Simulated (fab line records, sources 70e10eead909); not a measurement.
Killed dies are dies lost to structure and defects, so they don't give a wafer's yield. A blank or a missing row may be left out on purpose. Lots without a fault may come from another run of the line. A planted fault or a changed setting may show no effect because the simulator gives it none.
fab line records | flow nand_harc
record lots=24 wafers=72 last_day=32
route steps=1302 shown A_BLC@1133 A_M0@1147 A_M1@1183
lots that met no fault: from a run of the same line without faults
start_h: hours from the record's first day to the start of the lot's first wafer shown | wait_h: hours since the lot's step before | " the same as in the row above | L1.1+2: a row that stands for several wafers | - no value, or no start given | * or withheld: withheld | < > ~ a bound
route shown NAME@n: a module of which the file shows steps, and the number in the route of the first | usual: mean/standard deviation of fault-free wafers | same: alike in all rows | chamber/n: place in a boat | sites: the reading at each site | _std_site: their standard deviation | _edge_site: outer sites' mean less inner sites' | radius_mm: how far each site lies from the wafer's centre | mask NAME#n: copy n | behind: the tool/chamber that last shaped the wafer | hold: why the lot was held/for how many hours/how that ended | device: the transistor (n, p or np) that didn't switch | end of line: the same wafers' tests at the end of the route | a step without rows: its recipe alone | killed: dies lost to structure and defects at the first sort, not the wafer's yield | map: a wafer's dies, x killed, . not, _ none there
set.NAME: the setting as run; set.NAME@STEP: as run at that earlier step | model.NAME: the simulator's own value behind a step, which no gauge read
steps of the route over a sample of lots; a table a step, a row a wafer
services: from which hour (start_h, from the record's first day; less than 0 if before it) a tool's chamber was out of use, for how many hours, and why
## steps
# step NHARC_A_BLC_CMP_25
# recipe t_overpolish_s=30 target_thk_nm=150
# usual motor_current_A=12.5/1.3 overpolish_run_s=30.000/0.0085 time_to_endpoint_s=31/4.4
# columns lot.wafer tool chamber start_h wait_h motor_current_A overpolish_run_s time_to_endpoint_s
L075.2 cmp-03 3 527.54 0.5 12.3 30.000 34
L075.6 " 0 " " 13.6 30.003 25
L075.5 " 1 " " 12.3 29.990 31
L074.2 cmp-02 1 534.90 0.5 10.8 30.001 38
L074.3 " 3 " " 14.0 29.985 31
L074.4 " 0 " " 13.1 30.001 30
L076.3 cmp-01 3 542.29 0.3 12.9 29.997 36
L076.2 " 0 " " 9.6 29.996 34
L076.6 " 2 " " 10.9 30.000 33
L079.3 cmp-03 2 548.60 0.3 13.3 29.993 37
L079.1 " 3 " " 12.0 30.007 33
L079.6 " 2 " " 13.9 30.005 39
L077.3 cmp-02 1 550.89 0.3 10.5 30.006 34
L077.2 " 2 " " 13.2 30.011 31
L077.4 " 3 " " 14.4 29.984 31
L078.4 cmp-01 0 556.63 0.3 10.8 29.993 34
L078.3 " 3 " " 13.3 30.006 35
L078.6 " 1 " " 13.4 29.994 30
L081.1 cmp-03 0 581.90 0.4 12.9 29.997 22
L081.3 " 3 " " 12.1 29.986 30
L081.5 " 1 " " 12.6 30.007 27
L080.3 cmp-03 2 583.69 0.2 14.0 29.983 37
L080.2 " 1 " " 13.1 30.013 29
L080.5 " 2 " " 13.5 29.989 38
L082.2 cmp-01 0 598.18 0.5 10.4 30.006 32
L082.4 " 2 " " 10.8 29.999 33
L082.5 " 0 " " 10.9 30.004 35
L083.4 cmp-03 3 610.83 0.3 12.6 29.988 26
L083.1 " 0 " " 12.7 30.020 21
L083.3 " 1 " " 12.8 29.998 26
L084.1 cmp-03 1 614.27 0.9 12.6 29.994 24
L084.3 " 2 " " 13.7 30.013 32
L084.4 " 3 " " 12.2 29.984 27
L085.3 cmp-01 2 625.16 0.3 11.2 29.999 31
L085.5 " 3 " " 12.5 30.004 33
L085.6 " 0 " " 10.7 30.004 32
L087.1 cmp-01 3 638.14 0.4 12.9 30.003 34
L087.4 " 0 " " 9.9 30.019 36
L087.6 " 3 " " 13.0 30.000 36
L086.1 cmp-02 1 641.18 0.5 11.0 29.987 34
L086.4 " 2 " " 13.9 30.002 27
L086.6 " 0 " " 13.6 30.006 26
L088.1 cmp-03 3 658.85 0.5 11.7 29.999 32
L088.4 " 1 " " 13.3 29.996 28
L088.6 " 3 " " 11.7 30.006 31
L089.4 cmp-01 0 667.47 0.3 10.6 29.999 33
L089.6 " 1 " " 13.2 30.003 25
L089.5 " 2 " " 10.3 30.008 27
L090.4 cmp-01 1 686.08 0.3 14.0 30.009 26
L090.3 " 3 " " 13.2 30.010 38
L090.5 " 1 " " 14.1 30.000 29
L092.1 cmp-02 1 691.52 0.5 10.7 29.984 34
L092.3 " 2 " " 14.0 29.997 27
L092.5 " 0 " " 13.0 30.002 25
L091.4 cmp-01 3 694.48 0.3 12.6 30.002 37
L091.3 " 1 " " 14.6 30.013 29
L091.5 " 0 " " 10.4 30.001 34
L093.3 cmp-03 1 711.60 0.3 12.9 30.006 28
L093.2 " 3 " " 10.8 30.010 32
L093.6 " 1 " " 12.8 30.007 30
L095.3 cmp-03 2 717.16 0.2 14.2 30.013 35
L095.2 " 1 " " 13.0 30.007 30
L095.5 " 3 " " 12.0 29.996 32
L094.1 cmp-01 1 718.63 0.5 14.3 29.996 31
L094.3 " 3 " " 12.5 29.999 36
L094.4 " 0 " " 10.4 29.999 35
L096.3 cmp-01 2 721.22 0.3 10.7 30.005 36
L096.6 " 1 " " 14.0 30.000 32
L096.5 " 2 " " 10.9 29.998 34
L097.4 cmp-03 2 734.52 0.3 13.5 30.003 37
L097.1 " 3 " " 12.0 30.001 28
L097.3 " 0 " " 12.3 30.011 24
# step NHARC_A_M0_CD_MEAS_09
# recipe target_cd_nm=80 landing_energy_ev=500
# usual cd_nm=80.3/1.2
# columns lot.wafer tool chamber start_h wait_h cd_nm
L075.2 cd_sem-03 0 528.77 - 81.8
L075.5 " 0 " " 81.7
L075.6 " 0 " " 81.7
L074.2 cd_sem-01 0 536.21 - 81.5
L074.3 " 0 " " 81.7
L074.4 " 0 " " 81.9
L076.2 cd_sem-01 0 543.44 - 80.8
L076.3 " 0 " " 80.3
L076.6 " 0 " " 78.5
L079.1 cd_sem-01 0 549.88 - 78.4
L079.3 " 0 " " 77.7
L079.6 " 0 " " 78.8
L077.2 cd_sem-02 0 552.17 - 81.6
L077.3 " 0 " " 80.2
L077.4 " 0 " " 81.6
L078.3 cd_sem-02 0 557.93 - 80.6
L078.4 " 0 " " 80.6
L078.6 " 0 " " 81.5
L081.1 cd_sem-02 0 583.20 - 81.1
L081.3 " 0 " " 79.9
L081.5 " 0 " " 81.1
L080.2 cd_sem-03 0 584.99 - 79.7
L080.3 " 0 " " 80.2
L080.5 " 0 " " 80.7
L082.2 cd_sem-03 0 599.46 - 81.0
L082.4 " 0 " " 80.7
L082.5 " 0 " " 81.0
L083.1 cd_sem-03 0 612.10 - 80.9
L083.3 " 0 " " 79.9
L083.4 " 0 " " 80.7
L084.1 cd_sem-03 0 615.55 - 80.9
L084.3 " 0 " " 80.1
L084.4 " 0 " " 81.0
L085.3 cd_sem-01 0 626.27 - 81.1
L085.5 " 0 " " 80.9
L085.6 " 0 " " 80.6
L087.1 cd_sem-02 0 639.57 - 80.7
L087.4 " 0 " " 81.6
L087.6 " 0 " " 80.6
L086.1 cd_sem-01 0 642.34 - 77.8
L086.4 " 0 " " 78.3
L086.6 " 0 " " 80.3
L088.1 cd_sem-02 0 660.02 - 78.1
L088.4 " 0 " " 78.5
L088.6 " 0 " " 78.2
L089.4 cd_sem-03 0 668.73 - 81.9
L089.5 " 0 " " 81.1
L089.6 " 0 " " 81.3
L090.3 cd_sem-02 0 687.37 - 77.0
L090.4 " 0 " " 78.5
L090.5 " 0 " " 77.9
L092.1 cd_sem-02 0 692.79 - 81.1
L092.3 " 0 " " 80.9
L092.5 " 0 " " 81.6
L091.3 cd_sem-01 0 695.66 - 81.2
L091.4 " 0 " " 79.7
L091.5 " 0 " " 80.6
L093.2 cd_sem-03 0 712.89 - 78.7
L093.3 " 0 " " 80.0
L093.6 " 0 " " 80.3
L095.2 cd_sem-02 0 718.48 - 82.1
L095.3 " 0 " " 81.5
L095.5 " 0 " " 81.7
L094.1 cd_sem-03 0 719.93 - 80.8
L094.3 " 0 " " 81.7
L094.4 " 0 " " 80.0
L096.3 cd_sem-02 0 722.51 - 80.4
L096.5 " 0 " " 81.3
L096.6 " 0 " " 80.3
L097.1 cd_sem-01 0 735.68 - 79.2
L097.3 " 0 " " 79.9
L097.4 " 0 " " 80.1
# step NHARC_A_M0_ETCH_34
# recipe target_depth_a=400 overetch_a=120 time_s=43.94 ion_energy_ev=200 n2_flow_sccm=150 h2_flow_sccm=150 ar_flow_sccm=0 rf_w=400 bias_w=150 chemistry=N2/H2
# usual drypump_motor_current_A=5.7/0.42 oes_product_au=0.997/0.012 rf_vpp_V=430.5/2.8 showerhead_plenum_p_Torr=2.04/0.1 throttle_valve_pct=14.172/0.0082
# columns lot.wafer tool chamber start_h wait_h drypump_motor_current_A oes_product_au rf_hours_counter_h rf_vpp_V showerhead_plenum_p_Torr throttle_valve_pct
L075.2 rie_diel-13 2 529.04 0.1 5.4 1.026 0.0 435.1 2.19 14.172
L075.5 " 2 " " 5.4 1.020 - 434.0 2.19 14.168
L075.6 " 3 " " 5.7 0.994 - 428.6 2.00 14.180
L074.2 rie_diel-12 3 536.48 0.1 6.6 1.012 6.3 429.8 2.02 14.187
L074.4 " 0 " " 5.6 0.975 5.6 432.6 2.10 14.167
L074.3 " 2 " " 5.2 1.009 4.9 428.9 1.97 14.161
L076.2 rie_diel-12 3 543.71 0.1 6.7 1.001 7.2 431.2 2.02 14.172
L076.3 " 1 " " 6.0 1.012 4.9 431.3 2.00 14.168
L076.6 " 3 " " 6.6 1.006 - 430.1 2.02 14.180
L079.3 rie_diel-13 0 550.15 0.1 5.3 1.016 0.9 426.4 1.89 14.179
L079.1 " 2 " " 5.4 1.002 1.0 434.1 2.19 14.183
L079.6 " 0 " " 5.3 1.007 - 427.5 1.89 14.185
L077.2 rie_diel-03 2 552.44 0.1 5.6 0.989 4.7 427.0 1.93 14.176
L077.4 " 3 " " 5.7 0.996 3.9 428.9 1.95 14.172
L077.3 " 0 " " 6.6 1.010 2.4 430.9 2.07 14.163
L078.4 rie_diel-03 3 558.20 0.1 5.8 0.987 4.2 429.8 1.95 14.157
L078.3 " 2 " " 5.6 0.978 4.9 426.0 1.93 14.177
L078.6 " 0 " " 6.6 1.003 - 430.0 2.07 14.160
L081.1 rie_diel-13 2 583.47 0.1 5.4 0.982 2.7 435.0 2.19 14.167
L081.3 " 3 " " 5.7 1.011 3.1 429.9 2.00 14.173
L081.5 " 2 " " 5.4 0.982 - 434.5 2.19 14.168
L080.3 rie_diel-12 2 585.27 0.1 5.2 1.006 7.1 427.7 1.97 14.175
L080.2 " 3 " " 6.7 0.999 9.5 430.6 2.02 14.185
L080.5 " 1 " " 5.9 1.003 - 431.2 2.00 14.163
L082.2 rie_diel-03 2 599.73 0.1 5.6 0.992 6.5 426.6 1.93 14.190
L082.4 " 3 " " 5.8 1.002 6.3 427.4 1.95 14.181
L082.5 " 2 " " 5.6 0.986 - 426.9 1.93 14.181
L083.1 rie_diel-03 3 612.37 0.1 5.7 0.994 6.4 428.4 1.95 14.173
L083.3 " 0 " " 6.6 1.005 5.3 431.5 2.07 14.169
L083.4 " 1 " " 6.0 0.985 6.8 433.1 2.09 14.171
L084.4 rie_diel-03 3 615.82 0.1 5.8 1.002 6.6 428.0 1.95 14.175
L084.1 " 0 " " 6.7 1.017 5.4 431.0 2.07 14.163
L084.3 " 1 " " 6.0 0.988 6.9 432.2 2.09 14.178
L085.3 rie_diel-13 2 626.55 0.1 5.4 0.999 4.8 434.5 2.19 14.179
L085.5 " 0 " " 5.3 0.994 - 426.2 1.89 14.168
L085.6 " 1 " " 6.2 0.978 - 434.0 2.15 14.165
L087.1 rie_diel-13 1 639.84 0.1 6.2 0.990 5.7 434.6 2.15 14.172
L087.4 " 0 " " 5.2 1.003 5.9 426.4 1.89 14.170
L087.6 " 1 " " 6.2 0.994 - 433.1 2.15 14.159
L086.4 rie_diel-13 1 642.62 0.1 6.2 0.982 5.8 431.6 2.15 14.168
L086.1 " 2 " " 5.4 0.988 5.8 434.9 2.19 14.187
L086.6 " 0 " " 5.2 1.001 - 425.9 1.89 14.166
L088.1 rie_diel-13 0 660.29 0.1 5.3 1.015 7.0 426.7 1.89 14.188
L088.4 " 3 " " 5.7 1.008 7.1 430.0 2.00 14.179
L088.6 " 0 " " 5.3 1.006 - 427.1 1.89 14.174
L089.4 rie_diel-13 3 668.99 0.1 5.7 0.996 7.4 428.2 2.00 14.167
L089.6 " 3 " " 5.7 0.988 - 429.8 2.00 14.186
L089.5 " 0 " " 5.3 0.992 - 427.5 1.89 14.166
L090.4 rie_diel-13 2 687.64 0.1 5.4 0.980 7.6 434.9 2.19 14.169
L090.3 " 0 " " 5.3 1.001 7.6 426.4 1.89 14.167
L090.5 " 3 " " 5.7 0.993 - 430.0 2.00 14.175
L092.1 rie_diel-12 0 693.08 0.1 5.6 0.996 3.5 431.3 2.10 14.182
L092.3 " 1 " " 5.9 1.003 5.5 430.2 2.00 14.191
L092.5 " 2 " " 5.2 1.008 - 427.1 1.97 14.173
L091.3 rie_diel-13 2 695.92 0.1 5.4 0.995 8.1 434.8 2.19 14.177
L091.4 " 1 " " 6.2 0.989 7.8 435.3 2.15 14.182
L091.5 " 2 " " 5.4 1.000 - 434.9 2.19 14.178
L093.3 rie_diel-12 1 713.16 0.1 5.9 1.004 6.3 428.7 2.00 14.165
L093.2 " 3 " " 6.6 1.023 5.1 431.2 2.02 14.165
L093.6 " 2 " " 5.2 0.989 - 428.8 1.97 14.169
L095.2 rie_diel-13 2 718.76 0.1 5.4 0.986 0.8 434.6 2.19 14.173
L095.3 " 0 " " 5.3 0.990 0.7 425.2 1.89 14.168
L095.5 " 2 " " 5.4 0.981 - 434.7 2.19 14.162
L094.4 rie_diel-03 3 720.21 0.1 5.7 1.002 3.8 426.9 1.95 14.171
L094.1 " 0 " " 6.6 1.006 3.7 432.3 2.07 14.163
L094.3 " 1 " " 6.0 0.990 4.9 432.3 2.09 14.182
L096.3 rie_diel-13 0 722.78 0.1 5.2 0.990 0.9 427.4 1.89 14.177
L096.6 " 2 " " 5.4 0.992 - 434.8 2.19 14.176
L096.5 " 3 " " 5.7 1.016 - 429.2 2.00 14.164
L097.1 rie_diel-13 3 735.95 0.1 5.7 1.006 1.7 429.6 2.00 14.161
L097.4 " 1 " " 6.2 0.989 1.5 433.0 2.15 14.179
L097.3 " 2 " " 5.4 0.986 1.7 433.9 2.19 14.168
# step NHARC_A_M0_ANNEAL_30
# recipe temp_c=225 time_s=90
# usual wafer_temp_C_max=226.0/0.34
# columns lot.wafer tool chamber start_h wait_h wafer_temp_C_max
L075.2 rtp_anneal-02 0 530.66 - 226.4
L075.5 " 0 " " 226.5
L075.6 " 0 " " 226.2
L074.2 rtp_anneal-01 0 538.15 - 225.6
L074.3 " 0 " " 225.8
L074.4 " 0 " " 225.6
L076.2 rtp_anneal-02 0 545.44 0.5 226.3
L076.3 " 0 " " 226.2
L076.6 " 0 " " 226.3
L079.1 rtp_anneal-02 0 551.71 - 226.7
L079.3 " 0 " " 226.5
L079.6 " 0 " " 226.4
L077.2 rtp_anneal-02 0 554.11 0.4 226.1
L077.3 " 0 " " 226.2
L077.4 " 0 " " 225.9
L078.3 rtp_anneal-02 0 559.93 0.4 226.0
L078.4 " 0 " " 226.6
L078.6 " 0 " " 226.6
L081.1 rtp_anneal-02 0 585.03 0.3 226.1
L081.3 " 0 " " 226.4
L081.5 " 0 " " 226.2
L080.2 rtp_anneal-02 0 586.88 - 226.0
L080.3 " 0 " " 225.8
L080.5 " 0 " " 226.1
L082.2 rtp_anneal-01 0 601.40 - 225.6
L082.4 " 0 " " 225.6
L082.5 " 0 " " 226.2
L083.1 rtp_anneal-01 0 613.95 0.3 225.9
L083.3 " 0 " " 225.6
L083.4 " 0 " " 225.8
L084.1 rtp_anneal-01 0 617.39 0.3 225.8
L084.3 " 0 " " 225.6
L084.4 " 0 " " 226.6
L085.3 rtp_anneal-01 0 628.24 - 225.9
L085.5 " 0 " " 226.2
L085.6 " 0 " " 225.8
L087.1 rtp_anneal-02 0 641.41 - 226.1
L087.4 " 0 " " 226.3
L087.6 " 0 " " 226.5
L086.1 rtp_anneal-01 0 644.19 - 225.8
L086.4 " 0 " " 226.1
L086.6 " 0 " " 225.8
L088.1 rtp_anneal-01 0 661.89 0.3 225.8
L088.4 " 0 " " 225.9
L088.6 " 0 " " 225.7
L089.4 rtp_anneal-01 0 670.72 0.4 225.8
L089.5 " 0 " " 226.0
L089.6 " 0 " " 226.0
L090.3 rtp_anneal-02 0 689.32 0.3 226.9
L090.4 " 0 " " 227.1
L090.5 " 0 " " 225.8
L092.1 rtp_anneal-01 0 694.68 - 225.5
L092.3 " 0 " " 225.8
L092.5 " 0 " " 225.5
L091.3 rtp_anneal-01 0 697.59 - 226.3
L091.4 " 0 " " 226.1
L091.5 " 0 " " 226.0
L093.2 rtp_anneal-01 0 714.78 0.4 225.7
L093.3 " 0 " " 225.5
L093.6 " 0 " " 225.4
L095.2 rtp_anneal-01 0 720.38 - 226.0
L095.3 " 0 " " 225.7
L095.5 " 0 " " 225.9
L094.1 rtp_anneal-01 0 721.97 - 225.8
L094.3 " 0 " " 225.4
L094.4 " 0 " " 225.6
L096.3 rtp_anneal-01 0 724.44 0.3 225.8
L096.5 " 0 " " 225.8
L096.6 " 0 " " 226.1
L097.1 rtp_anneal-01 0 737.52 0.3 225.8
L097.3 " 0 " " 225.6
L097.4 " 0 " " 225.7
# step NHARC_A_M0_THK_MEAS_24
# recipe thk_meas_gauge=xrf
# usual thk_nm=114.8/1.8
# columns lot.wafer tool chamber start_h wait_h thk_nm
L075.2 film_metro-02 - 531.28 - 112.5
L075.5 " - " " 116.0
L075.6 " - " " 113.5
L074.2 film_metro-01 - 538.75 - 114.4
L074.3 " - " " 112.3
L074.4 " - " " 117.1
L076.2 film_metro-01 - 546.31 - 113.8
L076.3 " - " " 114.0
L076.6 " - " " 111.9
L079.1 film_metro-02 - 552.69 - 113.1
L079.3 " - " " 115.6
L079.6 " - " " 115.4
L077.2 film_metro-01 - 554.98 - 111.5
L077.3 " - " " 114.5
L077.4 " - " " 115.1
L078.3 film_metro-02 - 560.49 - 113.3
L078.4 " - " " 112.4
L078.6 " - " " 114.9
L081.1 film_metro-01 - 585.69 - 111.6
L081.3 " - " " 112.5
L081.5 " - " " 115.6
L080.2 film_metro-02 - 587.49 - 112.7
L080.3 " - " " 112.9
L080.5 " - " " 114.7
L082.2 film_metro-02 - 602.01 - 116.7
L082.4 " - " " 111.6
L082.5 " - " " 113.9
L083.1 film_metro-01 - 614.60 - 115.0
L083.3 " - " " 115.0
L083.4 " - " " 116.1
L084.1 film_metro-02 - 618.05 - 112.4
L084.3 " - " " 116.4
L084.4 " - " " 115.9
L085.3 film_metro-02 - 628.80 - 114.1
L085.5 " - " " 114.3
L085.6 " - " " 113.0
L087.1 film_metro-01 - 642.07 - 116.7
L087.4 " - " " 115.4
L087.6 " - " " 117.1
L086.1 film_metro-01 - 644.85 - 112.1
L086.4 " - " " 113.0
L086.6 " - " " 112.1
L088.1 film_metro-02 - 662.55 - 112.1
L088.4 " - " " 117.0
L088.6 " - " " 117.0
L089.4 film_metro-02 - 671.23 - 114.4
L089.5 " - " " 112.7
L089.6 " - " " 113.5
L090.3 film_metro-02 - 689.88 - 113.2
L090.4 " - " " 112.2
L090.5 " - " " 114.9
L092.1 film_metro-01 - 695.34 - 114.5
L092.3 " - " " 114.4
L092.5 " - " " 113.1
L091.3 film_metro-02 - 698.15 - 118.4
L091.4 " - " " 116.7
L091.5 " - " " 116.7
L093.2 film_metro-02 - 715.39 - 113.3
L093.3 " - " " 115.9
L093.6 " - " " 114.8
L095.2 film_metro-01 - 720.99 - 112.7
L095.3 " - " " 114.6
L095.5 " - " " 118.6
L094.1 film_metro-02 - 722.64 - 115.7
L094.3 " - " " 112.7
L094.4 " - " " 120.3
L096.3 film_metro-01 - 725.00 - 115.7
L096.5 " - " " 116.1
L096.6 " - " " 116.9
L097.1 film_metro-02 - 738.18 - 114.0
L097.3 " - " " 114.9
L097.4 " - " " 114.5
# step NHARC_A_M1_ETCH_35
# recipe target_depth_a=400 overetch_a=120 time_s=43.94 ion_energy_ev=200 n2_flow_sccm=150 h2_flow_sccm=150 ar_flow_sccm=0 rf_w=400 bias_w=150 chemistry=N2/H2
# usual drypump_motor_current_A=5.8/0.31 oes_product_au=0.998/0.011 rf_vpp_V=430.6/2 showerhead_plenum_p_Torr=2.04/0.062 throttle_valve_pct=14.171/0.0081
# columns lot.wafer tool chamber start_h wait_h drypump_motor_current_A oes_product_au rf_hours_counter_h rf_vpp_V showerhead_plenum_p_Torr throttle_valve_pct
L075.2 rie_diel-02 1 533.10 0.1 5.5 1.000 7.4 431.8 2.05 14.185
L075.6 " 0 " " 5.6 1.007 - 432.3 2.09 14.168
L075.5 " 1 " " 5.5 1.010 - 430.7 2.05 14.176
L074.4 rie_diel-09 2 540.80 0.1 5.9 0.975 2.2 434.1 2.11 14.170
L074.2 " 0 " " 5.6 1.011 1.9 428.0 1.95 14.166
L074.3 " 1 " " 6.2 0.976 1.9 430.9 2.06 14.170
L076.2 rie_diel-02 1 548.01 0.1 5.5 0.995 8.1 431.0 2.05 14.166
L076.3 " 2 " " 5.5 1.003 8.2 432.2 2.08 14.153
L076.6 " 1 " " 5.5 0.993 - 431.1 2.05 14.178
L079.1 rie_diel-02 0 554.65 0.1 5.6 1.005 8.0 430.9 2.09 14.176
L079.3 " 3 " " 6.0 0.991 8.5 426.9 1.99 14.175
L079.6 " 0 " " 5.6 1.002 - 431.3 2.09 14.163
L077.2 rie_diel-08 2 556.77 0.1 5.6 0.999 0.1 435.0 2.18 14.168
L077.4 " 3 " " 6.4 1.003 0.2 431.4 2.01 14.163
L077.3 " 0 " " 5.6 1.003 0.1 430.3 1.99 14.161
L078.3 rie_diel-09 1 562.33 0.1 6.2 0.975 3.2 431.1 2.06 14.171
L078.4 " 3 " " 6.3 1.001 4.4 428.7 2.03 14.174
L078.6 " 0 " " 5.6 1.010 - 426.8 1.95 14.163
L081.1 rie_diel-02 1 587.52 0.1 5.5 1.002 0.1 430.3 2.05 14.162
L081.3 " 3 " " 5.9 1.006 0.1 429.8 1.99 14.174
L081.5 " 0 " " 5.6 1.011 - 431.6 2.09 14.164
L080.3 rie_diel-08 3 589.32 0.1 6.3 0.987 1.4 429.1 2.01 14.168
L080.2 " 0 " " 5.6 0.993 1.3 428.5 1.99 14.175
L080.5 " 3 " " 6.4 0.986 - 429.4 2.01 14.168
L082.4 rie_diel-02 3 604.31 0.5 5.9 1.010 0.7 428.7 1.99 14.169
L082.2 " 1 " " 5.5 1.005 1.2 431.1 2.05 14.176
L082.5 " 0 " " 5.6 1.009 - 432.0 2.09 14.164
L083.4 rie_diel-02 1 616.30 0.1 5.5 1.008 1.4 429.2 2.05 14.183
L083.3 " 2 " " 5.5 0.994 1.3 431.4 2.08 14.158
L083.1 " 0 " " 5.6 1.003 1.5 431.4 2.09 14.188
L084.3 rie_diel-02 1 619.75 0.1 5.5 1.006 2.1 431.0 2.04 14.161
L084.1 " 2 " " 5.5 1.008 2.1 429.9 2.08 14.172
L084.4 " 0 " " 5.6 1.014 1.9 433.9 2.09 14.178
L085.3 rie_diel-02 2 630.62 0.1 5.5 1.012 2.6 431.3 2.08 14.166
L085.5 " 2 " " 5.5 0.994 - 431.5 2.08 14.159
L085.6 " 3 " " 6.0 1.001 - 428.0 1.99 14.171
L087.1 rie_diel-08 1 643.93 0.1 5.6 0.989 2.5 428.5 1.94 14.181
L087.4 " 3 " " 6.4 0.994 2.6 430.3 2.01 14.188
L087.6 " 0 " " 5.6 1.003 - 429.7 1.99 14.169
L086.1 rie_diel-08 0 646.66 0.1 5.6 1.000 2.8 428.9 1.99 14.163
L086.4 " 2 " " 5.6 1.005 3.2 434.4 2.18 14.173
L086.6 " 1 " " 5.6 1.004 - 427.1 1.94 14.164
L088.4 rie_diel-08 3 664.40 0.1 6.4 0.970 3.5 430.1 2.01 14.184
L088.1 " 0 " " 5.6 1.001 3.5 428.9 1.99 14.161
L088.6 " 2 " " 5.6 1.005 - 434.7 2.18 14.164
L089.4 rie_diel-08 0 673.07 0.1 5.6 0.996 3.6 429.9 1.99 14.165
L089.6 " 2 " " 5.6 1.006 - 435.4 2.18 14.170
L089.5 " 3 " " 6.4 0.978 - 430.0 2.01 14.175
L090.4 rie_diel-09 0 691.58 0.1 5.6 0.989 0.2 428.1 1.94 14.168
L090.3 " 1 " " 6.2 0.990 0.2 431.8 2.06 14.168
L090.5 " 3 " " 6.3 1.004 - 431.6 2.02 14.178
L092.3 rie_diel-02 3 697.15 0.1 5.9 1.011 5.3 429.1 1.99 14.176
L092.1 " 2 " " 5.5 1.014 6.5 433.0 2.08 14.170
L092.5 " 3 " " 5.9 1.007 - 429.2 1.99 14.162
L091.4 rie_diel-09 0 699.85 0.1 5.6 0.992 0.3 428.7 1.94 14.165
L091.3 " 1 " " 6.2 0.983 0.3 432.5 2.06 14.163
L091.5 " 2 " " 6.0 0.988 - 431.9 2.11 14.168
L093.3 rie_diel-09 2 717.09 0.1 6.0 0.978 2.2 432.6 2.10 14.177
L093.2 " 0 " " 5.6 0.987 1.9 427.7 1.94 14.169
L093.6 " 2 " " 6.0 0.987 - 431.7 2.11 14.162
L095.2 rie_diel-09 3 722.79 0.1 6.4 0.996 3.6 429.5 2.02 14.177
L095.3 " 0 " " 5.6 0.986 3.1 428.2 1.94 14.174
L095.5 " 1 " " 6.2 0.982 - 429.9 2.06 14.182
L094.4 rie_diel-02 1 724.45 0.1 5.5 1.014 8.7 430.2 2.04 14.186
L094.3 " 2 " " 5.5 1.008 8.2 432.4 2.08 14.185
L094.1 " 3 " " 5.9 1.013 7.2 429.0 1.99 14.172
L096.3 rie_diel-09 1 726.83 0.1 6.1 0.987 2.4 431.5 2.06 14.172
L096.5 " 0 " " 5.6 0.995 - 429.1 1.94 14.178
L096.6 " 1 " " 6.2 0.979 - 431.1 2.06 14.163
L097.3 rie_diel-08 0 739.88 0.1 5.6 0.980 0.1 429.6 1.99 14.165
L097.4 " 1 " " 5.7 0.987 0.1 428.2 1.94 14.164
L097.1 " 3 " " 6.4 0.999 0.1 430.7 2.01 14.176
## services
# columns tool chamber start_h hours kind
rie_diel-12 1 503.73 2.2 repair
rie_diel-13 - 519.02 9.0 pm
rie_diel-03 3 535.08 7.8 repair
rie_diel-02 0 537.66 8.0 repair
rie_diel-13 1 539.41 3.0 repair
rie_diel-12 3 544.68 7.4 repair
rie_diel-08 - 544.80 9.0 pm
rie_diel-02 - 545.84 0.3 repair
cmp-03 - 554.87 4.0 pm
rie_diel-12 2 568.79 6.8 repair
rie_diel-02 - 570.77 9.0 pm
cmp-01 - 577.50 4.0 pm
rie_diel-02 3 600.48 3.7 repair
rie_diel-03 0 619.12 6.5 repair
rie_diel-03 - 635.38 9.0 pm
rie_diel-03 3 647.27 1.7 repair
rie_diel-08 2 648.22 4.6 repair
cmp-03 - 652.87 4.0 pm
rie_diel-08 1 665.19 1.2 repair
rie_diel-09 0 670.44 4.8 repair
rie_diel-02 - 671.29 1.4 repair
rie_diel-09 - 674.10 9.0 pm
cmp-01 - 675.50 4.0 pm
rie_diel-08 - 721.80 9.0 pm
## key
fault none
